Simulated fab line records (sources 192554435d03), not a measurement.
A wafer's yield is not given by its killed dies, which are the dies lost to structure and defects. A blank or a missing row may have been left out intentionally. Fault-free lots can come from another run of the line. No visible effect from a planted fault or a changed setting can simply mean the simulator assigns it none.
A lot that was struck, set against a sound lot | flow n5-finfet | 15 out of 1938 route steps
Sound: the wafers L271.3, L271.4, L271.5. Struck: wafers L288.1, L288.6 (left out: L288.3, a lot-mate that was not struck); the cause follows at the end.
At each step with rows: each side's tool, then ch and its chambers, then its first start. Under that, the readings that differ: sound wafers | struck wafers | difference of the means | sigmas: that difference in standard deviations of wafers without a fault.
alike: readings whose means differ by less than 2 such deviations, and words and numbers that are the same on both sides. not compared: withheld readings, readings that some wafer has no value for, bounds like >300 that may hide the same value, and numbers for which the record gives no deviation and whose values overlap.
Wherever a step has rows on one side only, a row that says differs or no value, or a row with sigmas, the two part there. Numbers that have no deviation but don't overlap get no sigmas and don't part them. Lack of a reading on every wafer of one side parts them only where that side has two or more wafers.

first, 6 steps without rows for these wafers: N5_BEOL_M4_COAT_05 (resist thk 30 nm); N5_BEOL_M4_EBR_07; N5_BEOL_M4_SOFTBAKE_06 (time 60 s); N5_BEOL_M4_EXPOSE_08 (exposes mask M4); N5_BEOL_M4_PEB_09 (peb time 60 s); N5_BEOL_M4_DEVELOP_10 (develop time 30 s).
N5_BEOL_M4_CD_MEAS_11: target cd 16.79 nm.
  sound on cd-sem-02 ch 0, day 8 02:08; struck on cd-sem-01 ch 0, day 11 16:30
  alike: cd-nm
N5_BEOL_M4_OVL_MEAS_12:
  sound on overlay-01 ch 0, day 8 02:10; struck on overlay-02 ch 0, day 11 16:32
  alike: M4_OVL
N5_BEOL_M4_INSPECT_13: inspects for defects (brightfield).
  struck on defect-inspect-01, day 11 16:35; sound on defect-inspect-01, day 8 02:13
  alike: raw-defect-count
N5_BEOL_M4_DESCUM_16: chemistry O2, time 7 s.
  sound on rie-diel-04 ch 0,1,3, day 8 02:15; struck on rie-diel-01 ch 1, day 11 16:44
  alike: drypump-motor-current-A, oes-product-au, rf-vpp-V, showerhead-plenum-p-Torr, throttle-valve-pct
  not compared: rf-hours-counter-h
N5_BEOL_M4_ETCH_74: etches underlayer in N2/H2, target depth 6.5 nm, time 5.2 s.
  sound on rie-diel-04 ch 0,1,3, day 8 02:17; struck on rie-diel-01 ch 1, day 11 16:46
  alike: drypump-motor-current-A, etch-rf-on-time-s, oes-product-au, rf-vpp-V, showerhead-plenum-p-Torr, throttle-valve-pct
  not compared: rf-hours-counter-h
N5_BEOL_M4_ETCH_63: etches SiARC in CF4, target depth 15.6 nm, time 26 s.
  sound on rie-diel-04 ch 0,1,3, day 8 02:19; struck on rie-diel-01 ch 1, day 11 16:47
  reading              | sound               | struck      | difference | sigmas
  cf4-flow-sccm (sccm) | 99.92 100.57 100.55 | 99.76 99.39 | -0.77      | -3
  alike: drypump-motor-current-A, etch-rf-on-time-s, mfc-ar-sccm, oes-product-au, rf-vpp-V, showerhead-plenum-p-Torr, throttle-valve-pct
  not compared: rf-hours-counter-h
N5_BEOL_M4_ETCH_64: etches SOC in N2/H2, target depth 75 nm, overetch 22.5 nm, time 121.9 s.
  sound on rie-diel-04 ch 0,1,3, day 8 02:20; struck on rie-diel-01 ch 1, day 11 16:49
  reading                                    | sound       | struck  | difference | sigmas
  model.SiARC_of_BEOL_M4_COAT_62.thk-nm (nm) | 6.4 6.2 6.6 | 6.8 6.8 | +0.4       |
  alike: drypump-motor-current-A, oes-product-au, rf-vpp-V, showerhead-plenum-p-Torr, throttle-valve-pct
  not compared: rf-hours-counter-h
then, 1 step without rows for these wafers: N5_BEOL_M4_STRIP_65 (strips in N2/H2).
N5_BEOL_M4_RC_MEAS_101:
  sound on prober-01 ch 0, day 8 08:44; struck on prober-02 ch 0, day 13 04:35
  alike: DIBL_N, DIBL_P, IOFF_N, IOFF_P, ION_N, ION_P, SS_N, SS_P, VT_N, VT_P

## WHERE THEY PART
At N5_BEOL_M4_ETCH_63 and nowhere else, as far as this record goes. Later steps at which nothing parts them and some readings are alike: N5_BEOL_M4_ETCH_64, N5_BEOL_M4_RC_MEAS_101.

WHY: what had been put in by the simulator
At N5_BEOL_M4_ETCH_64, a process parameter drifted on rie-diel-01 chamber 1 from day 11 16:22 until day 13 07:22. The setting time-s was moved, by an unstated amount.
